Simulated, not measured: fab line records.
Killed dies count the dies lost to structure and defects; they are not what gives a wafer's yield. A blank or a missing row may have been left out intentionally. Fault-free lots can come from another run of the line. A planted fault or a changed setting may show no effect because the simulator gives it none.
Chamber matching :: flow n5 finfet :: pecvd-01 running N5_BEOL_M7_ILD_DEP_00: 3 sister chambers
The step deposits SiCOH lowk from DEMS/porogen, target thk 179.75 nm, time 33.4 s. 22 wafers are shown with their chamber, then 11 later ones without.

WAFERS WITH THEIR CHAMBER
wafer: L074.3
chamber: 0
throttle valve pct (%): 13.7
showerhead vpp V (V): 1368
heater power w (W): 313

wafer: L074.4
chamber: 0
throttle valve pct (%): 13.6
showerhead vpp V (V): 1354
heater power w (W): 295

wafer: L074.6
chamber: 1
throttle valve pct (%): 14.7
showerhead vpp V (V): 1308
heater power w (W): 408

wafer: L076.3
chamber: 0
throttle valve pct (%): 13.5
showerhead vpp V (V): 1350
heater power w (W): 250

wafer: L076.5
chamber: 0
throttle valve pct (%): 13.5
showerhead vpp V (V): 1368
heater power w (W): 256

wafer: L076.6
chamber: 2
throttle valve pct (%): 13.0
showerhead vpp V (V): 1402
heater power w (W): 301

wafer: L079.2
chamber: 0
throttle valve pct (%): 13.5
showerhead vpp V (V): 1357
heater power w (W): 272

wafer: L079.3
chamber: 2
throttle valve pct (%): 12.6
showerhead vpp V (V): 1389
heater power w (W): 275

wafer: L079.6
chamber: 0
throttle valve pct (%): 13.8
showerhead vpp V (V): 1345
heater power w (W): 275

wafer: L084.1
chamber: 2
throttle valve pct (%): 12.7
showerhead vpp V (V): 1381
heater power w (W): 285

wafer: L084.4
chamber: 0
throttle valve pct (%): 13.7
showerhead vpp V (V): 1349
heater power w (W): 320

wafer: L084.6
chamber: 1
throttle valve pct (%): 14.7
showerhead vpp V (V): 1298
heater power w (W): 381

wafer: L086.1
chamber: 0
throttle valve pct (%): 13.7
showerhead vpp V (V): 1347
heater power w (W): 256

wafer: L086.2
chamber: 1
throttle valve pct (%): 14.7
showerhead vpp V (V): 1315
heater power w (W): 370

wafer: L086.3
chamber: 2
throttle valve pct (%): 13.0
showerhead vpp V (V): 1381
heater power w (W): 305

wafer: L087.1
chamber: 0
throttle valve pct (%): 13.7
showerhead vpp V (V): 1342
heater power w (W): 317

wafer: L087.4
chamber: 0
throttle valve pct (%): 13.7
showerhead vpp V (V): 1349
heater power w (W): 247

wafer: L087.5
chamber: 1
throttle valve pct (%): 14.6
showerhead vpp V (V): 1317
heater power w (W): 396

wafer: L089.3
chamber: 1
throttle valve pct (%): 14.5
showerhead vpp V (V): 1331
heater power w (W): 364

wafer: L089.4
chamber: 0
throttle valve pct (%): 13.5
showerhead vpp V (V): 1373
heater power w (W): 277

wafer: L089.6
chamber: 2
throttle valve pct (%): 12.8
showerhead vpp V (V): 1392
heater power w (W): 259

wafer: L090.2
chamber: 0
throttle valve pct (%): 13.4
showerhead vpp V (V): 1355
heater power w (W): 271

SIGNATURES (means of the wafers above)
reading: throttle valve pct
chamber 0: 13.608
chamber 1: 14.640
chamber 2: 12.820
scatter within a chamber: 0.132

reading: showerhead vpp V
chamber 0: 1354.75
chamber 1: 1313.80
chamber 2: 1389.00
scatter within a chamber: 10.2

reading: heater power w
chamber 0: 279.08
chamber 1: 383.80
chamber 2: 285.00
scatter within a chamber: 23.3
Rule: a wafer lies at a distance from a chamber equal to the root of the sum of squares, over the readings, of (its reading less the chamber's mean, divided by the reading's scatter). If the next closest chamber is less than 2 further off than the closest, the wafer can't be placed; otherwise it belongs to the closest. How the scatter is found: for the shown wafers, subtract from each reading the mean of its chamber, square and add these, divide the total by (wafers less chambers), then take the root.

WAFERS WITHOUT THEIR CHAMBER
wafer: L090.4
throttle valve pct (%): 13.5
showerhead vpp V (V): 1334
heater power w (W): 281

wafer: L090.6
throttle valve pct (%): 14.7
showerhead vpp V (V): 1315
heater power w (W): 373

wafer: L093.2
throttle valve pct (%): 14.4
showerhead vpp V (V): 1309
heater power w (W): 409

wafer: L093.4
throttle valve pct (%): 13.6
showerhead vpp V (V): 1371
heater power w (W): 317

wafer: L093.5
throttle valve pct (%): 14.7
showerhead vpp V (V): 1288
heater power w (W): 413

wafer: L096.2
throttle valve pct (%): 14.8
showerhead vpp V (V): 1309
heater power w (W): 383

wafer: L096.4
throttle valve pct (%): 12.7
showerhead vpp V (V): 1393
heater power w (W): 284

wafer: L096.6
throttle valve pct (%): 14.4
showerhead vpp V (V): 1317
heater power w (W): 387

wafer: L097.2
throttle valve pct (%): 14.5
showerhead vpp V (V): 1316
heater power w (W): 372

wafer: L097.3
throttle valve pct (%): 13.4
showerhead vpp V (V): 1344
heater power w (W): 248

wafer: L097.5
throttle valve pct (%): 14.8
showerhead vpp V (V): 1334
heater power w (W): 376

WHICH CHAMBER EACH WENT THROUGH
wafer: L090.4
from the rows above: 0
in truth: 0

wafer: L090.6
from the rows above: 1
in truth: 1

wafer: L093.2
from the rows above: 1
in truth: 1

wafer: L093.4
from the rows above: 0
in truth: 0

wafer: L093.5
from the rows above: 1
in truth: 1

wafer: L096.2
from the rows above: 1
in truth: 1

wafer: L096.4
from the rows above: 2
in truth: 2

wafer: L096.6
from the rows above: 1
in truth: 1

wafer: L097.2
from the rows above: 1
in truth: 1

wafer: L097.3
from the rows above: 0
in truth: 0

wafer: L097.5
from the rows above: 1
in truth: 1
11 of 11 placed correctly. Not placeable from these rows: 0. Number placed wrongly: 0.
